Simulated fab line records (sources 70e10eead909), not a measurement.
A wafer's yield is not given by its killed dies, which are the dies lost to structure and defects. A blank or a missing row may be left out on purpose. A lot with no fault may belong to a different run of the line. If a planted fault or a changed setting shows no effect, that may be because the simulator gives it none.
Matching of chambers / flow nandHarc / rieDiel-04 running NHARC_A_STAIRCASE_ETCH_444: 4 sister chambers
The step etches the open film in C4F8/O2, target depth 20400 nm, time 6800 s. 8 wafers are shown with their chamber, then 7 later ones without.

## EACH WAFER AND ITS CHAMBER
wafer=L077.6; chamber=3; rfVppV (V)=806; oesProductAu (a.u.)=0.920
wafer=L080.2; chamber=0; rfVppV (V)=800; oesProductAu (a.u.)=0.930
wafer=L080.5; chamber=0; rfVppV (V)=800; oesProductAu (a.u.)=0.925
wafer=L083.2; chamber=1; rfVppV (V)=815; oesProductAu (a.u.)=0.928
wafer=L083.5; chamber=1; rfVppV (V)=814; oesProductAu (a.u.)=0.927
wafer=L083.6; chamber=2; rfVppV (V)=806; oesProductAu (a.u.)=0.912
wafer=L084.2; chamber=3; rfVppV (V)=805; oesProductAu (a.u.)=0.933
wafer=L084.1; chamber=2; rfVppV (V)=806; oesProductAu (a.u.)=0.916

## WAFERS MISSING THEIR CHAMBER
wafer=L084.4; rfVppV (V)=813; oesProductAu (a.u.)=0.934
wafer=L086.1; rfVppV (V)=806; oesProductAu (a.u.)=0.977
wafer=L086.6; rfVppV (V)=813; oesProductAu (a.u.)=0.960
wafer=L086.5; rfVppV (V)=805; oesProductAu (a.u.)=0.984
wafer=L089.4; rfVppV (V)=800; oesProductAu (a.u.)=0.965
wafer=L089.3; rfVppV (V)=805; oesProductAu (a.u.)=0.935
wafer=L089.6; rfVppV (V)=801; oesProductAu (a.u.)=0.954

## CHAMBER TAKEN BY EACH
wafer=L084.4; from the rows above=1; in truth=1
wafer=L086.1; from the rows above=3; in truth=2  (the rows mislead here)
wafer=L086.6; from the rows above=1; in truth=1
wafer=L086.5; from the rows above=3; in truth=3
wafer=L089.4; from the rows above=0; in truth=0
wafer=L089.3; from the rows above=3; in truth=3
wafer=L089.6; from the rows above=0; in truth=0
Placed correctly: 6 of 7. From these rows, 0 cannot be placed. Wrongly placed: 1.
How it was worked out, from the rows above alone: a wafer's distance from a chamber is the root of the sum, over the readings, of the square of ((its reading less the chamber's mean) divided by the reading's scatter). The wafer belongs to the nearest chamber; if the next one is less than 2 further off, it can't be placed. The mean given for a chamber averages the wafers shown for that chamber. The scatter is the square root of a quotient: the sum, over the shown wafers, of each reading's squared deviation from its chamber's mean, divided by wafers minus chambers.
